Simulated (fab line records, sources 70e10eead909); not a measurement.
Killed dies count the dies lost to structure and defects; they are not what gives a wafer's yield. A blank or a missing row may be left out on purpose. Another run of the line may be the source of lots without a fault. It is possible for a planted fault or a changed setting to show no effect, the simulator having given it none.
8D (eight disciplines) problem report, filled in by code / flow nandHarc / the parts of the form that need people (team, actions taken, sign-off) are left out

== 1. THE ISSUE ==
At NHARC_P_GATE_CD_MEAS_91, cdNm averages 1985.4 nm over 6 wafers from 2 lots, while fault-free wafers read 1999.8 nm, standard deviation 1.9. Relative to the usual mean, that is a shift of -7.6 standard deviations.
The step: target cd 2000 nm.
The first sign was on wafer L441.1 at day 9 05:14, on cdSem-03. Wafers with a number at this step in the record: 36, from 12 lots. By rule, "out" or "out of limits" means more than 4 standard deviations away from the usual mean. All remaining wafers that have a number are taken as sound.

== 2. WHAT IT IS, WHAT IT ISN'T ==
question=which readings at this step | is=cdNm | is not=-
question=which lots | is=L441, L446 | is not=L432, L433, L434, L435, L439, L451, L452, L453, L454, L455
question=which wafers of those lots | is=all that have a number | is not=-
question=read on which gauges | is=cdSem-02, cdSem-03 | is not=cdSem-01
question=when | is=from day 9 05:14 | is not=up to then (15 sound wafers); but 15 sound wafers of L451, L452, L453, L454, L455 came after

== 3. WHAT RULES OUT EACH SUSPECT ==
Counting: a tool stays on the suspect list if, at a process step up to the reading, it processed all lots that are out and no sound lot following the first of them.
- the gauge at NHARC_P_GATE_CD_MEAS_91 is ruled out. Those wafers that are out were read across 2 gauges (cdSem-02, cdSem-03).
- krfScanner-01 at NHARC_P_GATE_EXPOSE_88 (exposes mask P HVN, target cd 2000 nm): kept. All lots that are out passed through it, beginning with L441 at day 9 05:05, and no sound lot followed; its final sound lot before that point was L439 at day 8 13:06. Its own readings are out on those wafers: exposureDoseMJCm2.
The count leaves krfScanner-01 at NHARC_P_GATE_EXPOSE_88.

== 4. THE CAUSE (what the simulator had put in) ==
Process parameter drift: krfScanner-01, from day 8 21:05 on, at NHARC_P_GATE_EXPOSE_88. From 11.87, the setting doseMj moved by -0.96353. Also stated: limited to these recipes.
After counting, this tool was the only one left.

== 5. THE CHAIN OF EFFECTS, in route order ==
Rows list readings where the struck wafers' mean (over those with a number) sits beyond 3 standard deviations from the usual. Scope: only readings with a usual standard deviation given in the record; hours: median across lots of the time from each lot's start at the first step in this table that gives one to its start at this step; sigmas: change in usual standard deviations.
hours=0; step=NHARC_P_GATE_EXPOSE_88; reading=exposureDoseMJCm2; usual=11.870; on struck wafers=10.906; change=-0.964; sigmas=-88
hours=0; step=NHARC_P_GATE_CD_MEAS_91; reading=cdNm; usual=1999.8 nm; on struck wafers=1985.4; change=-14.4; sigmas=-7.6
Process steps it contains:
- NHARC_P_GATE_EXPOSE_88: exposes mask P HVN, target cd 2000 nm.

== 6. WHAT WOULD HAVE CAUGHT IT SOONER ==
The first out-of-limits reading at a measuring or inspecting step in this record came at day 9 05:14, 8 hours after the fault's start at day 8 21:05.
At NHARC_P_GATE_EXPOSE_88, the tool's own readings (exposureDoseMJCm2) were out on each struck wafer the step has a row for, so an alarm limit on them would have fired on the first such wafer.
Among the 2 lots that are out, L446 began NHARC_P_GATE_EXPOSE_88 on krfScanner-01 after day 9 05:14. Had the tool been put on hold then, it would have been spared.
